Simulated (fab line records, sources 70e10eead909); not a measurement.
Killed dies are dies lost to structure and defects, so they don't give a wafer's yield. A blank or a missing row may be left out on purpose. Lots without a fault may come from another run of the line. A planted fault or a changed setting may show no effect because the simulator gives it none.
Chamber matching | flow nand_harc | NHARC_P_ZERO_WELL_ETCH_65 on rie_diel-01: 4 sister chambers
The step etches the open film in N2/H2, target depth 80 nm, overetch 24 nm, time 87.88 s. 14 wafers are shown with their chamber, then 7 later ones without.

WAFERS WITH THEIR CHAMBER
wafer  | chamber | drypump_motor_current_A (A) | rf_vpp_V (V) | oes_product_au (a.u.)
L077.1 | 2       | 5.3                         | 431.6        | 1.011
L077.2 | 3       | 5.2                         | 428.8        | 0.994
L077.4 | 1       | 6.5                         | 432.8        | 0.989
L080.3 | 3       | 5.2                         | 430.9        | 0.997
L080.5 | 2       | 5.3                         | 433.7        | 1.010
L080.6 | 3       | 5.2                         | 428.7        | 0.983
L082.4 | 3       | 5.2                         | 429.7        | 0.998
L082.5 | 2       | 5.3                         | 432.6        | 1.015
L082.6 | 1       | 6.5                         | 432.6        | 1.003
L085.2 | 2       | 5.3                         | 433.5        | 1.014
L085.4 | 0       | 5.2                         | 430.4        | 0.994
L085.6 | 0       | 5.1                         | 430.3        | 1.000
L091.1 | 2       | 5.3                         | 432.4        | 1.004
L091.3 | 1       | 6.5                         | 432.3        | 0.995

SIGNATURES (means of the wafers above)
reading                 | chamber 0 | chamber 1 | chamber 2 | chamber 3 | scatter within a chamber
drypump_motor_current_A | 5.150     | 6.500     | 5.300     | 5.200     | 0.0224
rf_vpp_V                | 430.350   | 432.567   | 432.760   | 429.525   | 0.787
oes_product_au          | 0.99700   | 0.99567   | 1.01080   | 0.99300   | 0.00577
Rule: a wafer's distance from a chamber is the root of the sum, over the readings, of the square of ((its reading less the chamber's mean) divided by the reading's scatter). The wafer belongs to the nearest chamber; if the next one is less than 2 further off, it can't be placed. The scatter: the root of (the sum of the squares of (reading less its chamber's mean) over the shown wafers, divided by (wafers less chambers)).

WAFERS WITHOUT THEIR CHAMBER
wafer  | drypump_motor_current_A (A) | rf_vpp_V (V) | oes_product_au (a.u.)
L091.4 | 5.1                         | 430.8        | 0.993
L092.1 | 5.2                         | 428.3        | 1.003
L092.2 | 5.2                         | 431.0        | 0.993
L092.5 | 5.3                         | 433.1        | 1.013
L094.1 | 5.2                         | 428.5        | 0.998
L094.2 | 5.1                         | 430.0        | 0.990
L094.4 | 5.3                         | 434.1        | 1.003

WHICH CHAMBER EACH WENT THROUGH
wafer  | from the rows above     | in truth
L091.4 | 0                       | 0
L092.1 | can't be placed: 3 or 0 | 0
L092.2 | can't be placed: 3 or 0 | 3
L092.5 | 2                       | 2
L094.1 | can't be placed: 3 or 0 | 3
L094.2 | can't be placed: 0 or 3 | 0
L094.4 | 2                       | 2
Placed correctly: 3 of 7. Can't be placed from these rows: 4 (the true chamber is among the candidates in 4). Placed wrongly: 0.
